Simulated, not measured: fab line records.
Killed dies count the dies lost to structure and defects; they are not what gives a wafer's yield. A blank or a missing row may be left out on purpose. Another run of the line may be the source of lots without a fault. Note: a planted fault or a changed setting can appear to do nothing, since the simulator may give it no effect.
fab line records    flow n5_finfet
record lots=4  wafers=12  last_day=16
route steps=1938 shown BEOL_M4@1099 BEOL_M5@1112 PAD_METAL@1896 PASSIVATION@1910
lots that met no fault: taken from a fault-free run of the same line
start_h: start of the lot's first displayed wafer, in hours after the record's first day    wait_h: hours from the lot's prior step to this one    " repeats the value in the row above    L1.1+2: a row that stands for several wafers    - no value, or no start given    * or withheld: withheld    < > ~ a bound
route shown NAME@n: NAME is a module with steps in the file, n the number in the route of the first one    usual: the fault-free wafers' mean and standard deviation    same: alike in all rows    chamber/n: place in a boat    sites: each site's reading    _std_site: how widely they spread, as a standard deviation    _edge_site: outer sites' mean less inner sites'    radius_mm: for every site, how far away it sits from the centre of the wafer    mask NAME#n: copy n    behind: the most recent tool/chamber to have shaped the wafer    hold: what put the lot on hold/how long, in hours/how the hold closed    device: names the non-switching transistor (n, p or np)    end of line: at the end of the route, the tests of the same wafers    step lacking rows: just its recipe    killed: at the first sort, the dies lost to defects and structure; wafer yield is something else    map: per-die view of a wafer (x killed, . not killed, _ where there is no die)
set.NAME: setting as actually run; set.NAME@STEP: the setting as run at that earlier step    model.NAME: the simulator's own value behind a step, which no gauge read
certain route steps with their lots: each step a table, each wafer a row
services: the hour from which a tool's chamber was out of use, counted from the record's first day as start_h (under 0 if before that day), plus the number of hours and why
## steps
# step N5_BEOL_M4_ANNEAL_95
# recipe temp_c=400  time_s=240  ambient=vacuum
# step N5_BEOL_M4_SPUTTER_96
# recipe material=Cu  target_thk_a=45  temp_c=-20  chamber_pressure_pa=0.07  power_w=withheld  time_s=8.29
# step N5_BEOL_M4_ECD_50
# recipe material=Cu  target_thk_a=3000
# step N5_BEOL_M4_ANNEAL_51
# recipe temp_c=225  time_s=90  ambient=N2
# step N5_BEOL_M4_CMP_52
# recipe stop_on=SiOC  t_overpolish_s=6.8  down_force_psi=1  platen_rpm=50  clearing_platen_down_force_psi=1.5  clearing_platen_rpm=50  post_cmp_clean=cu_alkaline  target_thk_nm=40  clearing_platen_pad_velocity_m_s=0.99484  pad_velocity_m_s=0.99484
# step N5_BEOL_M4_PRE_CLEAN_60
# recipe gas=NH3/H2  time_s=15  temp_c=*  rf_power_w=300
# step N5_BEOL_M4_CO_CAP_55
# recipe material=Co  target_thk_a=20  temp_c=200  precursor=CCTBA/H2  pressure_torr=30  time_s=102.1
# step N5_BEOL_M4_PRE_CLEAN_56
# recipe gas=NH3  time_s=15  temp_c=withheld  rf_power_w=300
# step N5_BEOL_M4_DEP_57
# recipe material=SiCN  target_thk_a=80  temp_c=withheld  precursor=3MS/NH3  pressure_torr=3  rf_w=202  time_s=14
# step N5_BEOL_M4_RC_MEAS_101
# usual DIBL_N=36.6/2.1  DIBL_P=36.5/2.7  IOFF_N=0.17/0.043  IOFF_P=0.22/0.045  ION_N=674/17  ION_P=461/9.9  SS_N=71.7/0.79  SS_P=73.4/0.79  VT_N=249/4  VT_P=-250/3.3
lot.wafer  tool       chamber  start_h  wait_h  DIBL_N[mV/V]  DIBL_P[mV/V]  IOFF_N[nA/um]  IOFF_P[nA/um]  ION_N[uA/um]  ION_P[uA/um]  SS_N[mV/dec]  SS_P[mV/dec]  VT_N[mV]  VT_P[mV]
L140.1     prober-01  0        188.71   0.0     36.8          36.1          0.18           0.18           654           447           72.2          72.9          251       -254
L140.3     "          0        "        "       40.6          41.4          0.26           0.27           689           467           72.5          74.1          244       -250
L140.6     "          0        "        "       38.3          37.8          0.19           0.20           671           450           72.8          73.2          250       -253
L148.1     prober-01  0        218.65   0.0     37.2          36.6          0.19           0.23           658           448           72.4          73.7          251       -245
L148.3     "          0        "        "       39.0          38.6          0.23           0.27           677           459           72.8          74.4          245       -245
L148.4     "          0        "        "       38.1          37.5          0.22           0.23           655           452           73.1          73.9          249       -247
L151.3     prober-02  0        242.78   0.3     34.5          33.3          0.13           0.15           682           460           71.2          72.1          251       -257
L151.4     "          0        "        "       40.6          41.9          0.25           0.26           683           460           73.0          74.9          245       -252
L151.5     "          0        "        "       38.3          39.2          0.21           0.22           697           473           72.5          74.2          250       -251
L160.1     prober-02  0        284.22   0.0     33.9          34.9          0.14           0.17           679           459           71.1          72.9          251       -251
L160.3     "          0        "        "       37.1          37.3          0.19           0.22           678           462           72.2          73.9          247       -250
L160.4     "          0        "        "       37.5          36.5          0.20           0.20           663           450           72.2          73.0          245       -251
# step N5_BEOL_M5_ILD_DEP_00
# recipe material=SiCOH_lowk  target_thk_a=1406.4  temp_c=300  precursor=DEMS/porogen  pressure_torr=5  rf_w=500  time_s=25.9
# step N5_BEOL_M5_CURE_79
# recipe temp_c=385  time_s=240  ambient=He/Ar  material=SiCOH_lowk
# step N5_BEOL_M5_PECVD_70
# recipe material=SiO2  target_thk_a=160  temp_c=400  precursor=TEOS/O2  pressure_torr=5.5  rf_w=450  teos_flow_sccm=53.8  gas=O2  flow_sccm=3000  time_s=18
# step N5_BEOL_M5_HM_DEP_02
# recipe material=TiN  target_thk_a=200  temp_c=25  chamber_pressure_pa=0.49996
# step N5_BEOL_M5_COAT_59
# recipe resist=SOC  temp_c=250  time_s=60  spin_rpm=1500  resist_thk_nm=60
# step N5_BEOL_M5_COAT_60
# recipe resist=SiARC  temp_c=220  time_s=60  spin_rpm=1500  resist_thk_nm=12
# step N5_BEOL_M5_COAT_71
# recipe resist=underlayer  temp_c=205  time_s=60  spin_rpm=1500  resist_thk_nm=5
# step N5_BEOL_M5_COAT_05
# recipe resist=CAR-EUV  spin_rpm=1500  resist_thk_nm=30
# step N5_BEOL_M5_EBR_07
# recipe solvent=PGMEA  ebr_width_mm=1.5
# step N5_BEOL_M5_SOFTBAKE_06
# recipe temp_c=110  time_s=60  resist=CAR-EUV
# step N5_BEOL_M5_EXPOSE_08
# recipe mask_id=M5  na=0.33  source_shape=annular  sigma_inner=0.4  sigma_outer=0.8  polarization=unpolarized  target_cd_nm=28  dose_mj=35.75
# step N5_BEOL_M5_PEB_09
# recipe peb_temp_c=100  peb_time_s=60  resist=CAR-EUV
# step N5_BEOL_M5_DEVELOP_10
# recipe develop_time_s=30  developer=TMAH  resist=CAR-EUV  rinse_liquid=surfactant_rinse  dry=air_spin  dev_temp_c=23
# step N5_BEOL_M5_DESCUM_16
# recipe chemistry=O2  time_s=7  source_power_w=50  bias_power_w=20  pressure_mtorr=20  rf_frequency_hz=2.712e+07  temp_c=40  resist=CAR-EUV  o2_flow_sccm=225
# step N5_BEOL_M5_ETCH_72
# recipe chemistry=N2/H2  target=underlayer  target_depth_a=65  mask_material=CAR-EUV  time_s=5.2  ion_energy_ev=200  pressure_mtorr=30  source_w=840  bias_w=150  n2_flow_sccm=200  h2_flow_sccm=200  ends=cleared
# step N5_BEOL_M5_ETCH_61
# recipe chemistry=CF4  target=SiARC  target_depth_a=156  mask_material=CAR-EUV  time_s=26  ion_energy_ev=80  pressure_mtorr=40  source_w=545  bias_w=36  Ar_flow_sccm=100  cf4_flow_sccm=100  ends=cleared
# step N5_BEOL_M5_ETCH_62
# recipe chemistry=N2/H2  target=SOC  target_depth_a=750  overetch_a=150  mask_material=SiARC  temp_c=40  time_s=112.5  ion_energy_ev=200  pressure_mtorr=30  source_w=840  bias_w=150  n2_flow_sccm=200  h2_flow_sccm=200
# step N5_BEOL_M5_STRIP_63
# recipe chemistry=N2/H2  temp_c=40  n2_flow_sccm=200  h2_flow_sccm=200  rf_frequency_hz=6e+07
# step N5_BEOL_M5_STRIP_73
# recipe chemistry=N2/H2  temp_c=40  n2_flow_sccm=200  h2_flow_sccm=200  rf_frequency_hz=6e+07
# step N5_BEOL_M5_STRIP_64
# recipe chemistry=CF4  resist=SiARC  power_w=300  bias_power_w=75  pressure_mtorr=50  cf4_flow_sccm=150  rf_frequency_hz=6e+07
# step N5_BEOL_M5_HM_OPEN_17
# recipe chemistry=Cl2/BCl3  target_depth_a=200  overetch_a=60  target=TiN  mask_material=SOC  ion_energy_ev=150  pressure_mtorr=10  icp_w=1000  bias_w=126  Cl2_flow_sccm=53.25  bcl3_flow_sccm=21.75  Ar_flow_sccm=25
# step N5_BEOL_M5_STRIP_19
# recipe chemistry=O2  power_w=400  temp_c=40  pressure_mtorr=30  rf_frequency_hz=6e+07  bias_power_w=0  overash_fraction=0.2  o2_flow_sccm=225
# step N5_BEOL_M5_COAT_65
# recipe resist=SOC  temp_c=250  time_s=60  spin_rpm=1500  resist_thk_nm=60
# step N5_BEOL_M5_COAT_66
# recipe resist=SiARC  temp_c=220  time_s=60  spin_rpm=1500  resist_thk_nm=12
# step N5_PASSIVATION_AL_DEP_21
# recipe material=Al  target_thk_a=28000  temp_c=400  time_s=170  power_w=30000  chamber_pressure_pa=0.4  gas=Ar
# usual throttle_valve_pct=30.2/0.9
lot.wafer  tool            chamber  start_h  wait_h  throttle_valve_pct  model.Al_of_PASSIVATION_AL_DEP_21.thk_nm
L140.1     pvd_sputter-02  -        281.25   0.1     29.7                2790
L140.3     "               -        "        "       29.6                2809
L140.6     "               -        "        "       29.5                2847
L148.1     pvd_sputter-02  -        326.30   0.1     30.9                3530
L148.3     "               -        "        "       29.9                3549
L148.4     "               -        "        "       29.6                2805
L151.3     pvd_sputter-02  -        337.01   0.1     31.0                3523
L151.4     "               -        "        "       29.3                2788
L151.5     "               -        "        "       29.8                2823
L160.1     pvd_sputter-01  -        380.92   0.1     30.3                2835
L160.3     "               -        "        "       28.4                2825
L160.4     "               -        "        "       29.5                2803
# step N5_PASSIVATION_ETCH_59
# recipe chemistry=Cl2/BCl3  target=TaN  target_depth_a=650  time_s=34.9  ion_energy_ev=100  pressure_mtorr=10  icp_w=900  bias_w=100  Cl2_flow_sccm=60  bcl3_flow_sccm=30
# usual drypump_motor_current_A=5.6/0.32  oes_product_au=0.82/0.069  throttle_valve_pct=20.91/0.11
lot.wafer  tool          chamber  start_h  wait_h  drypump_motor_current_A  oes_product_au  rf_hours_counter_h  throttle_valve_pct
L140.1     rie_metal-02  1        282.31   0.3     5.5                      0.82            36                  20.83
L140.3     "             1        "        "       5.5                      0.82            -                   20.82
L140.6     "             0        "        "       6.1                      0.85            -                   20.96
L148.1     rie_metal-02  0        327.39   0.3     6.1                      0.47            30                  21.77
L148.3     "             1        "        "       5.5                      0.36            -                   21.82
L148.4     "             0        "        "       6.1                      0.82            -                   20.99
L151.3     rie_metal-03  1        338.17   0.2     5.6                      0.27            -                   22.15
L151.4     "             0        "        "       5.7                      0.86            -                   20.86
L151.5     "             0        "        "       5.6                      0.87            -                   20.86
L160.1     rie_metal-02  1        382.22   0.4     5.5                      0.78            46                  20.89
L160.3     "             1        "        "       5.5                      0.77            -                   20.88
L160.4     "             0        "        "       6.1                      0.81            -                   21.01
# step N5_PASSIVATION_STRIP_52
# recipe chemistry=post_etch_residue_remover  time_s=1200  temp_c=72.5
# usual bath_guard_temp_C=72.4/0.4  temp_c=72.50/0.12
lot.wafer  tool          chamber  start_h  wait_h  bath_guard_temp_C  temp_c  model.Al_of_PASSIVATION_AL_DEP_21.thk_nm
L140.1     wet_bench-03  4        285.63   -       71.8               72.68   2775
L140.3     "             5        "        "       72.9               72.39   2794
L140.6     "             3        "        "       72.2               72.76   2832
L148.1     wet_bench-05  4        329.29   -       72.2               72.24   3515
L148.3     "             1        "        "       71.4               72.48   3534
L148.4     "             7        "        "       72.8               72.70   2790
L151.3     wet_bench-05  7        340.00   -       72.4               72.53   3508
L151.4     "             0        "        "       72.4               72.62   2772
L151.5     "             6        "        "       72.4               72.38   2808
L160.1     wet_bench-04  6        384.24   -       72.9               72.28   2820
L160.3     "             3        "        "       72.7               72.34   2810
L160.4     "             1        "        "       72.1               72.63   2787
# step N5_PASSIVATION_PROBE_49
# usual defect_limited_yield=91.5/1.7  killed_at_M0_to_M3=33/11  killed_at_M4_up=13/5.2  killed_at_contacts=11/5.7  killed_at_front_end=39/11  killed_at_other=4/3  killed_dies=101/20  killed_on_rim=13/4.1  killed_open=66/15  killed_short=33/8.4  sort_bin_5_function=5.0/1.1  sort_bin_6_memory=3.2/0.69  sort_n_pass=1078/20  sort_yield_pct=91.4/1.7
# same gross_dies=1180  killed_at_back_side=0  sort_bin_4_leakage[%]=0  sort_bin_8_speed[%]=0
lot.wafer  tool       chamber  start_h  wait_h  defect_limited_yield[%]  killed_at_M0_to_M3  killed_at_M4_up  killed_at_contacts  killed_at_front_end  killed_at_other  killed_dies  killed_on_rim  killed_open  killed_short  sort_bin_5_function[%]  sort_bin_6_memory[%]  sort_n_pass  sort_yield_pct[%]
L140.1     prober-02  -        288.05   0.0     90.6                     29                  17               8                   57                   0                111          17             73           36            4.7                     4.5                   1069         90.6
L140.3     prober-02  -        288.15   0.1     91.7                     30                  18               9                   40                   1                98           14             66           31            4.8                     3.1                   1082         91.7
L140.6     prober-02  -        288.30   0.3     91.8                     34                  23               1                   39                   0                97           14             60           33            4.9                     3.2                   1083         91.8
L148.1     prober-02  -        331.72   0.0     1.9                      27                  8                11                  28                   1083             1157         146            52           24            95.9                    1.9                   23           1.9
L148.3     prober-02  -        331.82   0.1     0.1                      30                  4                15                  32                   1098             1179         152            56           22            96.8                    3.0                   1            0.1
L148.4     prober-02  -        331.87   0.2     94.2                     19                  12               8                   25                   4                68           9              47           20            3.8                     1.8                   1112         94.2
L151.3     prober-01  -        342.53   0.1     0.1                      39                  16               18                  58                   1048             1179         152            98           38            96.0                    3.4                   1            0.1
L151.5     prober-01  -        342.63   0.2     86.7                     42                  28               12                  72                   3                157          20             104          53            7.5                     5.3                   1023         86.7
L160.1     prober-01  -        386.67   0.0     90.9                     32                  8                12                  51                   4                107          13             72           34            5.0                     3.6                   1073         90.9
L160.3     prober-01  -        386.77   0.1     92.5                     26                  9                12                  36                   5                88           4              57           30            3.9                     3.1                   1092         92.5
L160.4     prober-01  -        386.82   0.2     92.5                     28                  5                11                  33                   12               89           13             48           38            4.5                     2.5                   1091         92.5
# killed by level:class
L140.1 STI_FIN_REVEAL:geometric_particle:open=16 FIN_SAQP:geometric_particle:short=12 FIN_SAQP:geometric_particle:open=11 BEOL_M1:geometric_particle:open=7 MOL_CONTACT_COAG:geometric_particle:open=7 BEOL_M4:geometric_particle:open=5 STI_FIN_REVEAL:geometric_particle:short=5 BEOL_M0_SAQP:geometric_particle:short=5
L140.3 BEOL_M3:geometric_particle:open=9 BEOL_M1:geometric_particle:open=9 MOL_CONTACT_COAG:geometric_particle:open=8 FIN_SAQP:geometric_particle:short=7 FIN_SAQP:geometric_particle:open=7 GATE_CUT:geometric_particle:open=6 DUMMY_GATE:geometric_particle:open=5 STI_FIN_REVEAL:geometric_particle:open=4
L140.6 FIN_SAQP:geometric_particle:open=12 BEOL_M0_SAQP:geometric_particle:short=12 BEOL_M0_SAQP:geometric_particle:open=8 FIN_SAQP:geometric_particle:short=7 STI_FIN_REVEAL:geometric_particle:open=7 BEOL_M1:geometric_particle:open=6 BEOL_M4:geometric_particle:open=6 BEOL_M8:geometric_particle:open=4
L148.1 PASSIVATION:area_etch=1080 MOL_CONTACT_COAG:geometric_particle:open=10 BEOL_M3:geometric_particle:open=7 STARTING-WAFER:geometric_particle:open=7 BEOL_M3:geometric_particle:short=6 FIN_SAQP:geometric_particle:open=5 BEOL_M0_SAQP:geometric_particle:short=5 BEOL_M2:geometric_particle:open=5
L148.3 PASSIVATION:area_etch=1098 BEOL_M3:geometric_particle:open=16 MOL_CONTACT_COAG:geometric_particle:open=14 FIN_SAQP:geometric_particle:open=7 FIN_SAQP:geometric_particle:short=4 DUMMY_GATE:geometric_particle:open=4 BEOL_M0_SAQP:geometric_particle:short=3 BEOL_M2:geometric_particle:open=3
L148.4 MOL_CONTACT_COAG:geometric_particle:open=8 FIN_SAQP:geometric_particle:short=7 BEOL_M3:geometric_particle:open=6 BEOL_M1:geometric_particle:open=5 STI_FIN_REVEAL:geometric_particle:open=4 DUMMY_GATE:geometric_particle:open=3 BEOL_M3:geometric_particle:short=3 BEOL_M4:geometric_particle:short=3
L151.3 PASSIVATION:area_etch=1043 STI_FIN_REVEAL:geometric_particle:open=31 MOL_CONTACT_COAG:geometric_particle:open=14 BEOL_M3:geometric_particle:open=12 BEOL_M2:geometric_particle:open=9 STI_FIN_REVEAL:geometric_particle:short=8 BEOL_M4:geometric_particle:open=8 FIN_SAQP:geometric_particle:short=6
L151.5 STI_FIN_REVEAL:geometric_particle:open=29 BEOL_M4:geometric_particle:open=16 BEOL_M0_SAQP:geometric_particle:short=11 BEOL_M1:geometric_particle:open=11 GATE_CUT:geometric_particle:short=10 FIN_SAQP:geometric_particle:open=9 MOL_CONTACT_COAG:geometric_particle:open=9 FIN_SAQP:geometric_particle:short=8
L160.1 BEOL_M3:geometric_particle:open=15 FIN_SAQP:geometric_particle:open=11 FIN_SAQP:geometric_particle:short=10 MOL_CONTACT_COAG:geometric_particle:open=10 GATE_CUT:geometric_particle:short=9 GATE_CUT:geometric_particle:open=9 BEOL_M2:geometric_particle:open=6 BEOL_M0_SAQP:geometric_particle:open=5
L160.3 BEOL_M3:geometric_particle:open=12 MOL_CONTACT_COAG:geometric_particle:open=11 GATE_CUT:geometric_particle:short=8 FIN_SAQP:geometric_particle:open=7 FIN_SAQP:geometric_particle:short=6 DUMMY_GATE:geometric_particle:open=5 BEOL_M2:geometric_particle:open=4 BEOL_M4:geometric_particle:open=4
L160.4 BEOL_M3:geometric_particle:open=14 FIN_SAQP:geometric_particle:open=7 GATE_CUT:geometric_particle:short=7 BEOL_M0_SAQP:geometric_particle:short=7 MOL_CONTACT_COAG:geometric_particle:open=6 MOL_CONTACT_COAG:geometric_particle:short=5 STI_FIN_REVEAL:geometric_particle:open=4 STARTING-WAFER:geometric_particle:short=4
# map L148.3 (x killed, . not)
_________________xxxxxxxxxxxx________________
______________xxxxxxxxxxxxxxxxxx_____________
___________xxxxxxxxxxxxxxxxxxxxxxxx__________
__________xxxxxxxxxxxxxxxxxxxxxxxxxx_________
________xxxxxxxxxxxxxxxxxxxxxxxxxxxxxx_______
_______xxxxxxxxxxxxxxxxxxxxxxxxxxxxxxxx______
______xxxxxxxxxxxxxxxxxxxxxxxxxxxxxxxxxx_____
_____xxxxxxxxxxxxxxxxxxxxxxxxxxxxxxxxxxxx____
____xxxxxxxxxxxxxxxxxxxxxxxxxxxxxxxxxxxxxx___
___xxxxxxxxxxxxxxxxxxxxxxxxxxxxxxxxxxxxxxxx__
___xxxxxxxxxxxxxxxxxxxxxxxxxxxxxxxxxxxxxxxx__
__xxxxxxxxxxxxxxxxxxxxxxxxxxxxxxxxxxxxxxxxxx_
__xxxxxxxxxxxxxxxxxxxxxxxxxxxxxxxxxxxxxxxxxx_
_xxxxxxxxxxxxxxxxxxxxxxxxxxxxxxxxxxxxxxxxxxxx
_xxxxxxxxxxxxxxxxxxxxxxxxxxxxxxxxxxxxxxxxxxxx
_xxxxxxxxxxxxxxxxxxxxxxxxxxxxxxxxxxxxxxxxxxxx
_xxxxxxxxxxxxxxxxxxxxxxxxxxxxxxxxxxxxxxxxxxxx
_xxxxxxxxxxxxxxxxxxxxxxxxxxxxxxxxxxxxxxxxxxxx
_xxxxxxxxxxxxxxxxxxxxxxxxxxxxxxxxxxxxxxxxxxxx
_xxxxxxxxxxxxxxxxxxxxxxxxxxxxxxxxxxxxxxxxxxxx
_xxxxxxxxxxxxxxxxxxxxxxxxxxxxxxxxxxxxxxxxxxxx
__xxxxxxxxxxxxxxxxxxxxxxxxxxxxxxxxxxxxxxxxxx_
__xxxxxxxxxxxxxxxxxxxxxxxxxxxxxxxxxxxxxxxxxx_
___xxxxxxxxxxxxxxxxxxxxxxxxxxxxxxxxxxxxxxxx__
___xxxxxxxxxxxxxxxxxxxxxxxxxxxxxxxxxxxxxxxx__
____xxxxxxxxxx.xxxxxxxxxxxxxxxxxxxxxxxxxxx___
_____xxxxxxxxxxxxxxxxxxxxxxxxxxxxxxxxxxxx____
______xxxxxxxxxxxxxxxxxxxxxxxxxxxxxxxxxx_____
_______xxxxxxxxxxxxxxxxxxxxxxxxxxxxxxxx______
________xxxxxxxxxxxxxxxxxxxxxxxxxxxxxx_______
__________xxxxxxxxxxxxxxxxxxxxxxxxxx_________
___________xxxxxxxxxxxxxxxxxxxxxxxx__________
______________xxxxxxxxxxxxxxxxxx_____________
_________________xxxxxxxxxxxx________________
# map L151.3 (x killed, . not)
_________________xxxxxxxxxxxx________________
______________xxxxxxxxxxxxxxxxxx_____________
___________xxxxxxxxxxxxxxxxxxxxxxxx__________
__________xxxxxxxxxxxxxxxxxxxxxxxxxx_________
________xxxxxxxxxxxxxxxxxxxxxxxxxxxxxx_______
_______xxxxxxxxxxxxxxxxxxxxxxxxxxxxxxxx______
______xxxxxxxxxxxxxxxxxxxxxxxxxxxxxxxxxx_____
_____xxxxxxxxxxxxxxxxxxxxxxxxxxxxxxxxxxxx____
____xxxxxxxxxxxxxxxxxxxxxxxxxxxxxxxxxxxxxx___
___xxxxxxxxxxxxxxxxxxxxxxxxxxxxxxxxxxxxxxxx__
___xxxxxxxxxxxxxxxxxxxxxxxxxxxxxxxxxxxxxxxx__
__xxxxxxxxxxxxxxxxxxxxxxxxxxxxxxxxxxxxxxxxxx_
__xxxxxxxxxxxxxxxxxxxxxxxxxxxxxxxxxxxxxxxxxx_
_xxxxxxxxxxxxxxxxxxxxxxxxxxxxxxxxxxxxxxxxxxxx
_xxxxxxxxxxxxxxxxxxxxxxxxxxxxxxxxxxxxxxxxxxxx
_xxxxxxxxxxxxxxxxxxxxxxxxxxxxxxxxxxxxxxxxxxxx
_xxxxxxxxxxxxxxxxxxxxxxxxxxxxxxxxxxxxxxxxxxxx
_xxxxxxxxxxxxxxxxxxxxxxxxxxxxxxxxxxxxxxxxxxxx
_xxxxxxxxxxxxxxxxxxxxxxxxxxxxxxxxxxxxxxxxxxxx
_xxxxxxxxxxxxxxxxxxxxxxxxxxxxxxxxxxxxxxxxxxxx
_xxxxxxxxxxxxxxxxxxxxxxxxxxxxxxxxxxxxxxxxxxxx
__xxxxxxxxxxxxxxxxxxxxxxxxxxxxxxxxxxxxxxxxxx_
__xxxxxxxxxxxxxxxxxxxxxxxxxxxxxxxxxxxxxxxxxx_
___xxxxxxxxxxxxxxxxxxxxxxxxxxxxxxxxxxxxxxxx__
___xxxxxxxxxxxxxxxxxxxxxxxxxxxxxxxxxxx.xxxx__
____xxxxxxxxxxxxxxxxxxxxxxxxxxxxxxxxxxxxxx___
_____xxxxxxxxxxxxxxxxxxxxxxxxxxxxxxxxxxxx____
______xxxxxxxxxxxxxxxxxxxxxxxxxxxxxxxxxx_____
_______xxxxxxxxxxxxxxxxxxxxxxxxxxxxxxxx______
________xxxxxxxxxxxxxxxxxxxxxxxxxxxxxx_______
__________xxxxxxxxxxxxxxxxxxxxxxxxxx_________
___________xxxxxxxxxxxxxxxxxxxxxxxx__________
______________xxxxxxxxxxxxxxxxxx_____________
_________________xxxxxxxxxxxx________________
## services
tool            chamber  start_h  hours  kind
pvd_sputter-01  -        354.49   2.5    repair
rie_metal-02    -        382.39   1.4    pm
## key
first_sign step=N5_PASSIVATION_ETCH_59  reading=oes_product_au  direction=down  sigmas=6.6  usual=0.82  struck=0.37
effect step=N5_PASSIVATION_PROBE_49  reading=killed_at_other  direction=up  sigmas=99+  usual=4  struck=1076
model_effect step=N5_PASSIVATION_AL_DEP_21  value=Al_of_PASSIVATION_AL_DEP_21.thk_nm  without=2859  struck=3534
model_effect step=N5_PASSIVATION_STRIP_52  value=Al_of_PASSIVATION_AL_DEP_21.thk_nm  without=2844  struck=3519
more_kills_born_at N5_PASSIVATION_ETCH_59@rie_metal-02=2178  N5_PASSIVATION_ETCH_59@rie_metal-03=1043
met_at N5_PASSIVATION_AL_DEP_21
struck_wafers L148.1,L148.3,L151.3
later_rows_left_out L148.1,L148.3,L151.3
onset_between 281.25 326.30
fault kind=process_parameter_drift  tool=pvd_sputter-02  chamber=-  onset_h=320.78  steps=N5_PASSIVATION_AL_DEP_21  channel=time_s  offset=*  shape=step  end_h=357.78  scope=struck_wafers_only  acts_in=*  stated=*
# later_rows_left_out: the simulator's readings of these wafers behind a module that went badly wrong aren't trusted and aren't shown, but for the sort
